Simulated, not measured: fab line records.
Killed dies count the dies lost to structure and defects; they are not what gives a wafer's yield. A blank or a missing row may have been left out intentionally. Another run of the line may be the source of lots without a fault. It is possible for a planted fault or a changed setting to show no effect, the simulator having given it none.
Chamber matching + flow nand_harc + 4 sister chambers for NHARC_A_STAIRCASE_DESCUM_312 on rie_diel-07
The step chemistry O2, time 3 s. 18 wafers are shown with their chamber, then 9 later ones without.

## EACH WAFER AND ITS CHAMBER
| wafer  | chamber | drypump_motor_current_A (A) | showerhead_plenum_p_Torr (Torr) | oes_product_au (a.u.) |
|--------|---------|-----------------------------|---------------------------------|-----------------------|
| L075.2 | 1       | 6.6                         | 2.00                            | 1.006                 |
| L075.3 | 3       | 5.6                         | 1.77                            | 1.000                 |
| L075.5 | 3       | 5.6                         | 1.77                            | 1.000                 |
| L076.2 | 3       | 5.7                         | 1.77                            | 0.995                 |
| L076.4 | 0       | 5.8                         | 1.85                            | 0.983                 |
| L076.6 | 1       | 6.5                         | 1.99                            | 0.991                 |
| L081.2 | 3       | 5.7                         | 1.76                            | 0.991                 |
| L081.4 | 2       | 5.9                         | 1.85                            | 1.009                 |
| L081.6 | 0       | 5.8                         | 1.85                            | 0.991                 |
| L086.3 | 1       | 6.5                         | 1.98                            | 1.003                 |
| L086.5 | 3       | 5.7                         | 2.07                            | 1.002                 |
| L086.6 | 0       | 5.8                         | 1.84                            | 1.005                 |
| L087.2 | 3       | 5.6                         | 2.07                            | 1.014                 |
| L087.3 | 2       | 5.9                         | 1.85                            | 1.022                 |
| L087.4 | 0       | 5.8                         | 1.84                            | 1.018                 |
| L093.1 | 0       | 5.8                         | 1.84                            | 1.024                 |
| L093.2 | 3       | 5.7                         | 2.07                            | 0.998                 |
| L093.4 | 2       | 5.9                         | 1.84                            | 1.020                 |

SIGNATURES, as means of the wafers listed above
| reading                  | chamber 0 | chamber 1 | chamber 2 | chamber 3 | scatter within a chamber |
|--------------------------|-----------|-----------|-----------|-----------|--------------------------|
| drypump_motor_current_A  | 5.800     | 6.533     | 5.900     | 5.657     | 0.0412                   |
| showerhead_plenum_p_Torr | 1.8440    | 1.9900    | 1.8467    | 1.8971    | 0.106                    |
| oes_product_au           | 1.00420   | 1.00000   | 1.01700   | 1.00000   | 0.0112                   |
Rule: distance of a wafer from a chamber = root of the sum over the readings of ((wafer's reading minus chamber's mean) / reading's scatter) squared. The wafer belongs to the nearest chamber; if the next one is less than 2 further off, it can't be placed. The scatter: take each reading less its chamber's mean, square it, sum over the shown wafers, divide by the number of wafers less the number of chambers, and take the root.

## WAFERS MISSING THEIR CHAMBER
| wafer  | drypump_motor_current_A (A) | showerhead_plenum_p_Torr (Torr) | oes_product_au (a.u.) |
|--------|-----------------------------|---------------------------------|-----------------------|
| L092.1 | 5.8                         | 1.84                            | 1.013                 |
| L092.3 | 6.6                         | 1.98                            | 1.004                 |
| L092.6 | 5.7                         | 2.07                            | 1.016                 |
| L094.1 | 5.9                         | 1.84                            | 1.021                 |
| L094.2 | 5.8                         | 1.84                            | 1.029                 |
| L094.6 | 5.8                         | 1.84                            | 1.013                 |
| L095.3 | 5.7                         | 1.84                            | 1.029                 |
| L095.4 | 5.9                         | 1.84                            | 1.022                 |
| L095.6 | 5.8                         | 1.84                            | 1.016                 |

## CHAMBER TAKEN BY EACH
| wafer  | from the rows above     | in truth |
|--------|-------------------------|----------|
| L092.1 | can't be placed: 0 or 2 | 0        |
| L092.3 | 1                       | 1        |
| L092.6 | can't be placed: 3 or 0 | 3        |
| L094.1 | 2                       | 2        |
| L094.2 | can't be placed: 0 or 2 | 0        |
| L094.6 | can't be placed: 0 or 2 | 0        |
| L095.3 | can't be placed: 3 or 0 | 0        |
| L095.4 | 2                       | 2        |
| L095.6 | can't be placed: 0 or 2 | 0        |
3 of 9 placed correctly. Can't be placed from these rows: 6 (the true chamber is among the candidates in 6). Number placed wrongly: 0.
